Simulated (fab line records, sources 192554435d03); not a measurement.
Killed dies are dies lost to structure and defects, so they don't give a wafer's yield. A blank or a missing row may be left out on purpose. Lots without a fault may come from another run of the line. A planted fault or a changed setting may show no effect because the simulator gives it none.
Which tool did it? | flow n5_finfet | 12 lots, 35 wafers sampled, at 5 steps of a route of 1938

WHAT THE GAUGES READ, wafer by wafer
The record holds no reading of a measuring or inspecting step that can be judged against a usual standard deviation.

WHICH TOOL RAN EACH LOT (tool, then ch and the chambers of the sampled wafers, then the start)
lot  | N5_BEOL_M4_ANNEAL_91         | N5_BEOL_M4_SPUTTER_96        | N5_BEOL_M4_CMP_52             | N5_BEOL_M4_PRE_CLEAN_60          | N5_PASSIVATION_PROBE_49
L880 | pvd_sputter-03, day 8 16:19  | pvd_sputter-03, day 8 16:54  | cmp-03 ch 0,1,3, day 8 17:28  | cvd_co-02 ch 0,1,2, day 8 17:44  | -
L882 | pvd_sputter-02, day 9 06:33  | pvd_sputter-02, day 9 07:08  | cmp-03 ch 0,1, day 9 07:40    | cvd_co-01 ch 0,2, day 9 07:58    | -
L883 | pvd_sputter-03, day 9 06:43  | pvd_sputter-03, day 9 07:17  | cmp-02 ch 0,1, day 9 07:47    | cvd_co-01 ch 0,1,2, day 9 08:07  | -
L887 | pvd_sputter-01, day 9 23:06  | pvd_sputter-01, day 9 23:44  | cmp-02 ch 0,2,3, day 10 00:19 | cvd_co-02 ch 0,1, day 10 00:34   | -
L888 | pvd_sputter-01, day 10 08:20 | pvd_sputter-01, day 10 09:00 | cmp-04 ch 0,1,2, day 10 09:37 | cvd_co-02 ch 1,2, day 10 09:50   | -
L886 | pvd_sputter-01, day 10 11:50 | pvd_sputter-01, day 10 12:29 | cmp-04 ch 0,2,3, day 10 13:04 | cvd_co-01 ch 0,1, day 10 13:24   | prober-02, day 15 01:02
L889 | pvd_sputter-02, day 10 15:44 | pvd_sputter-02, day 10 16:19 | cmp-04 ch 0,1,2, day 10 17:42 | cvd_co-02 ch 0,2, day 10 18:02   | -
L891 | pvd_sputter-02, day 11 07:02 | pvd_sputter-02, day 11 07:37 | cmp-04 ch 0,3, day 11 08:07   | cvd_co-02 ch 0,2, day 11 08:26   | -
L897 | pvd_sputter-01, day 12 15:32 | pvd_sputter-01, day 12 16:07 | cmp-04 ch 0,3, day 12 17:04   | cvd_co-01 ch 0,1,2, day 12 17:22 | prober-02, day 17 13:44
L899 | pvd_sputter-03, day 12 18:38 | pvd_sputter-03, day 12 19:13 | cmp-04 ch 1,2, day 12 19:43   | cvd_co-02 ch 2, day 12 20:02     | -
L903 | pvd_sputter-02, day 13 23:11 | pvd_sputter-02, day 13 23:46 | cmp-03 ch 2,3, day 14 00:18   | cvd_co-02 ch 0,2, day 14 00:37   | -
L902 | pvd_sputter-03, day 14 02:31 | pvd_sputter-03, day 14 03:10 | cmp-03 ch 1,2, day 14 03:40   | cvd_co-02 ch 0,1, day 14 04:00   | -
- N5_BEOL_M4_ANNEAL_91: time 240 s.
- N5_BEOL_M4_SPUTTER_96: material Cu, target thk 4.5 nm, time 8.29 s.
- N5_BEOL_M4_CMP_52: polishes, stops on SiOC, t overpolish 6.8 s, target thk 40 nm.
- N5_BEOL_M4_PRE_CLEAN_60: time 15 s.
- N5_PASSIVATION_PROBE_49

WHAT THE TOOLS THEMSELVES READ (means of the sampled wafers that have a number; where no wafer has one, the mark that the record gives instead)
N5_BEOL_M4_ANNEAL_91. Usual: heater_power_w 816 W, standard deviation 80.
lot  | tool           | heater_power_w (W) | flag
L880 | pvd_sputter-03 | 795                |
L882 | pvd_sputter-02 | 774                |
L883 | pvd_sputter-03 | 792                |
L887 | pvd_sputter-01 | 893                |
L888 | pvd_sputter-01 | 811                |
L886 | pvd_sputter-01 | 847                |
L889 | pvd_sputter-02 | 772                |
L891 | pvd_sputter-02 | 802                |
L897 | pvd_sputter-01 | 843                |
L899 | pvd_sputter-03 | 802                |
L903 | pvd_sputter-02 | 826                |
L902 | pvd_sputter-03 | 766                |

N5_BEOL_M4_SPUTTER_96. Usual: throttle_valve_pct 30.2 %, standard deviation 1.
lot  | tool           | throttle_valve_pct (%) | flag
L880 | pvd_sputter-03 | 29.9                   |
L882 | pvd_sputter-02 | 31.0                   |
L883 | pvd_sputter-03 | 30.8                   |
L887 | pvd_sputter-01 | 30.3                   |
L888 | pvd_sputter-01 | 30.2                   |
L886 | pvd_sputter-01 | 30.6                   |
L889 | pvd_sputter-02 | 29.9                   |
L891 | pvd_sputter-02 | 30.5                   |
L897 | pvd_sputter-01 | 30.4                   |
L899 | pvd_sputter-03 | 30.7                   |
L903 | pvd_sputter-02 | 30.1                   |
L902 | pvd_sputter-03 | 30.0                   |

N5_BEOL_M4_CMP_52. Usual: barrier_field_endpoint_s 25.0 s, standard deviation 0.62; clearing_platen_rpm 50.003 rpm, standard deviation 0.028; edge_zone_pressure_frac 1.000, standard deviation 0.0049; motor_current_A 6.4 A, standard deviation 0.76; overpolish_run_s 6.800 s, standard deviation 0.009; time_to_endpoint_s 62.8 s, standard deviation 2.9.
lot  | tool   | barrier_field_endpoint_s (s) | clearing_platen_rpm (rpm) | edge_zone_pressure_frac | motor_current_A (A) | overpolish_run_s (s) | time_to_endpoint_s (s) | flag
L880 | cmp-03 | 25.0                         | 49.983                    | 1.000                   | 6.3                 | 6.800                | 62.9                   |
L882 | cmp-03 | 25.3                         | 50.004                    | 1.000                   | 5.7                 | 6.809                | 65.1                   |
L883 | cmp-02 | 24.7                         | 49.972                    | 0.998                   | 6.7                 | 6.794                | 60.1                   |
L887 | cmp-02 | 25.2                         | 50.004                    | 1.005                   | 6.5                 | 6.800                | 65.1                   |
L888 | cmp-04 | 24.8                         | 50.025                    | 0.997                   | 5.9                 | 6.800                | 60.7                   |
L886 | cmp-04 | 24.8                         | 49.989                    | 1.000                   | 6.4                 | 6.805                | 62.8                   |
L889 | cmp-04 | 24.7                         | 50.011                    | 1.003                   | 5.7                 | 6.806                | 63.6                   |
L891 | cmp-04 | 24.8                         | 49.969                    | 1.002                   | 7.1                 | 6.798                | 62.2                   |
L897 | cmp-04 | 20.9                         | 50.034                    | 0.999                   | 6.3                 | 6.794                | 50.7                   | OFF
L899 | cmp-04 | 19.4                         | 50.040                    | 1.003                   | 5.6                 | 6.790                | 49.5                   | OFF
L903 | cmp-03 | 25.0                         | 49.974                    | 0.995                   | 6.9                 | 6.803                | 60.1                   |
L902 | cmp-03 | 25.2                         | 50.003                    | 0.998                   | 6.5                 | 6.788                | 64.3                   |

N5_BEOL_M4_PRE_CLEAN_60. Usual: heater_power_w 85 W, standard deviation 12.
lot  | tool      | heater_power_w (W) | flag
L880 | cvd_co-02 | 84                 |
L882 | cvd_co-01 | 86                 |
L883 | cvd_co-01 | 87                 |
L887 | cvd_co-02 | 79                 |
L888 | cvd_co-02 | 83                 |
L886 | cvd_co-01 | 98                 |
L889 | cvd_co-02 | 92                 |
L891 | cvd_co-02 | 85                 |
L897 | cvd_co-01 | 88                 |
L899 | cvd_co-02 | 94                 |
L903 | cvd_co-02 | 91                 |
L902 | cvd_co-02 | 80                 |

N5_PASSIVATION_PROBE_49. Usual: defect_limited_yield 91.2 %, standard deviation 1.5; killed_at_M0_to_M3 33, standard deviation 9.6; killed_at_M4_up 14, standard deviation 5.6; killed_at_contacts 14, standard deviation 5.5; killed_at_front_end 40, standard deviation 13; killed_at_other 4, standard deviation 3; killed_dies 104, standard deviation 17; killed_open 68, standard deviation 13; killed_short 33, standard deviation 7.2; sort_bin_4_leakage 0.00 %, standard deviation 0.014; sort_bin_5_function 5.2 %, standard deviation 0.95; sort_bin_6_memory 3.3 %, standard deviation 0.62; sort_n_pass 1076, standard deviation 17; sort_yield_pct 91.2 %, standard deviation 1.5.
lot  | tool      | defect_limited_yield (%) | killed_at_M0_to_M3 | killed_at_M4_up | killed_at_contacts | killed_at_front_end | killed_at_other | killed_dies | killed_open | killed_short | sort_bin_4_leakage (%) | sort_bin_5_function (%) | sort_bin_6_memory (%) | sort_n_pass | sort_yield_pct (%) | flag
L886 | prober-02 | 91.5                     | 33                 | 13              | 14                 | 34                  | 7               | 101         | 60          | 38           | 0.00                   | 4.7                     | 3.3                   | 1079        | 91.5               |
L897 | prober-02 | 89.1                     | 37                 | 21              | 8                  | 58                  | 5               | 128         | 84          | 41           | 0.00                   | 6.4                     | 3.7                   | 1052        | 89.1               |

THE ANSWER, worked out from the rows above alone
Rule: a lot is off if the mean of its wafers that have a number lies more than 3 standard deviations from the usual mean. A lot without any number at a reading at which 4 lots or more have one is off too. The other lots that the step has rows for count as sound. The gauges are gone through in route order, then the tools' own readings, and for those a lot's mean is taken as printed above. The first step at which some lot is off is used, and at that step the reading that is off furthest; a lot without a number counts as furthest.
Off: L897, L899, at N5_BEOL_M4_CMP_52 (barrier_field_endpoint_s).
A tool fits if, at that step or a process step before it, it ran every lot that is off, and no sound lot after the first of them. One fits: cmp-04 at N5_BEOL_M4_CMP_52. Its last sound lot is L891 (day 11 08:07), its first lot that is off L897 (day 12 17:04): a fault that began between those two fits.
The tool's own readings at N5_BEOL_M4_CMP_52 bear it out: on the lots that are off they differ by more than 5 times the standard deviation of the sound lots' means. barrier_field_endpoint_s reads 20.1 s there against 24.9 s on the sound lots; time_to_endpoint_s reads 50.1 s there against 62.7 s on the sound lots.

WHAT THE SIMULATOR HAD PUT IN
Process parameter drift: cmp-04, from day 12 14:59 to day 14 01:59, at N5_BEOL_M4_CMP_52. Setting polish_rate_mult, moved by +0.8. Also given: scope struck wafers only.
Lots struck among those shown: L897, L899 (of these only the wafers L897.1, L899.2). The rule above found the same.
